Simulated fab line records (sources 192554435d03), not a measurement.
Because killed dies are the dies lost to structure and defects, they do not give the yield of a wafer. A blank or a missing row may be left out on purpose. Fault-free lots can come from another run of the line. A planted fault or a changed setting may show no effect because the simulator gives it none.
Split-lot experiment :: flow n5-finfet :: route with 1938 steps; 7 lots, 21 wafers read

ON THE SPLIT
At N5_BEOL_M6_EXPOSE_08 (exposes mask M6), the setting dose-mj was moved away from the recipe's 68.25 on 2 of the 21 wafers read, by -2.1% to +6.6%. This setting was run at the recipe's value on the other wafers.

FROM THE SPLIT TO THE READING: what the file shows between them, 2 steps
- N5_BEOL_M6_PEB_09: peb time 60 s
- N5_BEOL_M6_DEVELOP_10: develop time 30 s

THE READING
cd-nm (nm) at N5_BEOL_M6_CD_MEAS_11, where the cd target is 38.5 nm. On this fab line, fault-free wafers typically give 38.5 nm with a standard deviation of 0.47 nm.

wafer: L074.1
tool, chamber at the split: arfi-scanner-02, 0
dose-mj as run: 68.25
against the recipe: recipe
cd-nm, nm: 38.5
against lot-mates on the recipe: -

wafer: L074.2
tool, chamber at the split: arfi-scanner-02, 0
dose-mj as run: 68.25
against the recipe: recipe
cd-nm, nm: 38.4
against lot-mates on the recipe: -

wafer: L074.6
tool, chamber at the split: arfi-scanner-02, 0
dose-mj as run: 68.25
against the recipe: recipe
cd-nm, nm: 38.7
against lot-mates on the recipe: -

wafer: L075.1
tool, chamber at the split: arfi-scanner-03, 0
dose-mj as run: 66.84
against the recipe: -2.1%
cd-nm, nm: 37.5
against lot-mates on the recipe: -0.8

wafer: L075.4
tool, chamber at the split: arfi-scanner-03, 0
dose-mj as run: 68.25
against the recipe: recipe
cd-nm, nm: 38.0
against lot-mates on the recipe: -

wafer: L075.5
tool, chamber at the split: arfi-scanner-03, 0
dose-mj as run: 68.25
against the recipe: recipe
cd-nm, nm: 38.5
against lot-mates on the recipe: -

wafer: L076.2
tool, chamber at the split: arfi-scanner-02, 0
dose-mj as run: 68.25
against the recipe: recipe
cd-nm, nm: 38.2
against lot-mates on the recipe: -

wafer: L076.3
tool, chamber at the split: arfi-scanner-02, 0
dose-mj as run: 72.77
against the recipe: +6.6%
cd-nm, nm: 42.0
against lot-mates on the recipe: +3.5

wafer: L076.6
tool, chamber at the split: arfi-scanner-02, 0
dose-mj as run: 68.25
against the recipe: recipe
cd-nm, nm: 38.9
against lot-mates on the recipe: -

wafer: L079.2
tool, chamber at the split: arfi-scanner-01, 0
dose-mj as run: 68.25
against the recipe: recipe
cd-nm, nm: 38.3
against lot-mates on the recipe: -

wafer: L079.3
tool, chamber at the split: arfi-scanner-01, 0
dose-mj as run: 68.25
against the recipe: recipe
cd-nm, nm: 37.7
against lot-mates on the recipe: -

wafer: L079.4
tool, chamber at the split: arfi-scanner-01, 0
dose-mj as run: 68.25
against the recipe: recipe
cd-nm, nm: 38.2
against lot-mates on the recipe: -

wafer: L080.3
tool, chamber at the split: arfi-scanner-01, 0
dose-mj as run: 68.25
against the recipe: recipe
cd-nm, nm: 38.3
against lot-mates on the recipe: -

wafer: L080.5
tool, chamber at the split: arfi-scanner-01, 0
dose-mj as run: 68.25
against the recipe: recipe
cd-nm, nm: 38.4
against lot-mates on the recipe: -

wafer: L080.6
tool, chamber at the split: arfi-scanner-01, 0
dose-mj as run: 68.25
against the recipe: recipe
cd-nm, nm: 37.9
against lot-mates on the recipe: -

wafer: L092.1
tool, chamber at the split: arfi-scanner-01, 0
dose-mj as run: 68.25
against the recipe: recipe
cd-nm, nm: 39.4
against lot-mates on the recipe: -

wafer: L092.4
tool, chamber at the split: arfi-scanner-01, 0
dose-mj as run: 68.25
against the recipe: recipe
cd-nm, nm: 38.2
against lot-mates on the recipe: -

wafer: L092.5
tool, chamber at the split: arfi-scanner-01, 0
dose-mj as run: 68.25
against the recipe: recipe
cd-nm, nm: 38.9
against lot-mates on the recipe: -

wafer: L096.2
tool, chamber at the split: arfi-scanner-03, 0
dose-mj as run: 68.25
against the recipe: recipe
cd-nm, nm: 38.7
against lot-mates on the recipe: -

wafer: L096.4
tool, chamber at the split: arfi-scanner-03, 0
dose-mj as run: 68.25
against the recipe: recipe
cd-nm, nm: 38.8
against lot-mates on the recipe: -

wafer: L096.6
tool, chamber at the split: arfi-scanner-03, 0
dose-mj as run: 68.25
against the recipe: recipe
cd-nm, nm: 39.2
against lot-mates on the recipe: -

THE FIT
A straight line over all 21 wafers: cd-nm changes by +0.525 nm for each +1% of dose-mj; r = +0.89; the points scatter about the line by 0.42 nm.
The same after taking each lot's own level away (the mean of its wafers on the recipe; 21 wafers): +0.505 nm for each +1%; r = +0.94; scatter 0.3 nm.
That fit puts the effect of the largest move of dose-mj on the reading at 3.3 nm.
The lots' own levels span 38.07 to 38.90 nm, that is 1.8 times the standard deviation above.
So the lot-to-lot level changes the slope little: the two slopes agree.
Check: +2.4 nm against its lot-mates is what the line predicts for one of the wafers moved furthest among these (+6.6%) when that wafer is left out of the fit. It came out at +3.45 nm against them.

THESE WAFERS: OTHER SPLITS
Before the reading, these wafers also passed through other splits. Each is held against what the fit with the lots' levels taken away leaves over:
other split on the same wafers: N5_BEOL_M5_EXPOSE_08 dose-mj
wafers away from the commonest value: 6
r with cd-nm (lot level and that fit taken away): +0.47

other split on the same wafers: N5_BEOL_M6_HM_DEP_02 target-thk-a
wafers away from the commonest value: 11
r with cd-nm (lot level and that fit taken away): +0.17

FILE'S OWN FIT
cd-nm changes by +0.511 nm for each +1% of dose-mj, r = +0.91.
